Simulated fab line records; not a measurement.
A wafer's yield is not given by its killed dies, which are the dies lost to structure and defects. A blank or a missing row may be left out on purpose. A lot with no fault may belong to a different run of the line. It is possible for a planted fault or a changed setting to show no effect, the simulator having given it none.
A single fault, viewed from 2 desks / flow nand harc / only its own numbers are on each desk; what lay behind them is given at the end

## METROLOGY DESK
What the gauges read for every lot (on any tool): the sampled wafers with a number, averaged. Marked OUT: a lot whose mean sits more than 4 standard deviations from the usual mean, which makes it out of limits; the brackets give that distance.
Columns: A = thk nm at NHARC_A_ONON_D2_THK_MEAS_02, usual 998 nm; B = thk nm at NHARC_A_ONON_D2_THK_MEAS_34, usual 200 nm
lot=L494; first seen here=day 11 23:50; A=993; B=204
lot=L495; first seen here=day 12 20:44; A=1013; B=200
lot=L503; first seen here=day 15 21:54; A=995; B=202
lot=L505; first seen here=day 16 19:47; A=986; B=205
lot=L511; first seen here=day 19 02:18; A=1011; B=204
lot=L510; first seen here=day 19 02:20; A=1008; B=199
lot=L512; first seen here=day 19 19:04; A=1001; B=201
lot=L513; first seen here=day 20 07:39; A=985; B=204
lot=L514; first seen here=day 20 15:56; A=1009; B=200
lot=L515; first seen here=day 21 00:35; A=1002; B=198
lot=L517; first seen here=day 22 00:20; A=1008; B=198
Result from this desk: across the 11 lots, nothing is out of limits.

## DESK OF THE TOOL OWNER: pecvd-04
The tool's own readings at NHARC_A_ONON_D2_DEP_33 (deposits SiO2, target thk 200 nm): means of the sampled wafers that have a number, for each lot that ran on this tool. Marked OUT: a lot whose mean sits more than 4 standard deviations from the usual mean, which makes it out of limits; the brackets give that distance.
Columns: A = heater power outer w at NHARC_A_ONON_D2_DEP_33, usual 314 W; B = heater power w at NHARC_A_ONON_D2_DEP_33, usual 568 W; C = rf fwd power W at NHARC_A_ONON_D2_DEP_33, usual 898.5 W; D = showerhead vpp V at NHARC_A_ONON_D2_DEP_33, usual 1835 V; E = throttle valve pct at NHARC_A_ONON_D2_DEP_33, usual 15.8 %
lot=L495; first seen here=day 13 09:02; A=318; B=569; C=897.0; D=1843; E=16.2
lot=L503; first seen here=day 16 12:01; A=308; B=566; C=1022.0 (+46) OUT; D=1948; E=16.4
lot=L505; first seen here=day 17 08:02; A=302; B=554; C=1017.6 (+44) OUT; D=1977; E=16.2
lot=L512; first seen here=day 20 07:50; A=356; B=625; C=897.9; D=1846; E=16.1
lot=L514; first seen here=day 21 03:58; A=300; B=550; C=898.6; D=1816; E=16.3
lot=L515; first seen here=day 21 12:58; A=327; B=597; C=895.4; D=1847; E=16.5
This desk finds L503, L505 out of limits, L503 being first, at day 16 12:01 (rf fwd power W at NHARC_A_ONON_D2_DEP_33). L495, L512, L514, L515 stayed within limits.

## TAKEN TOGETHER
An alarm could have come from the tool owner's desk at day 16 12:01, on L503, L505.
Nothing out of limits was seen by the metrology desk.
The metrology desk has L503, L505 on record, within its limits.
On pecvd-04, each named lot ran NHARC_A_ONON_D2_DEP_33.

## WHAT THE SIMULATOR HAD PUT IN
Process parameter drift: pecvd-04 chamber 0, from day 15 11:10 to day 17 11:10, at NHARC_A_ONON_D2_DEP_33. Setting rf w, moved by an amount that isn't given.
Lots struck among those shown: L503, L505.
Delay in hours, fault start to first out-of-limits reading, by desk: the tool owner's desk at 25.
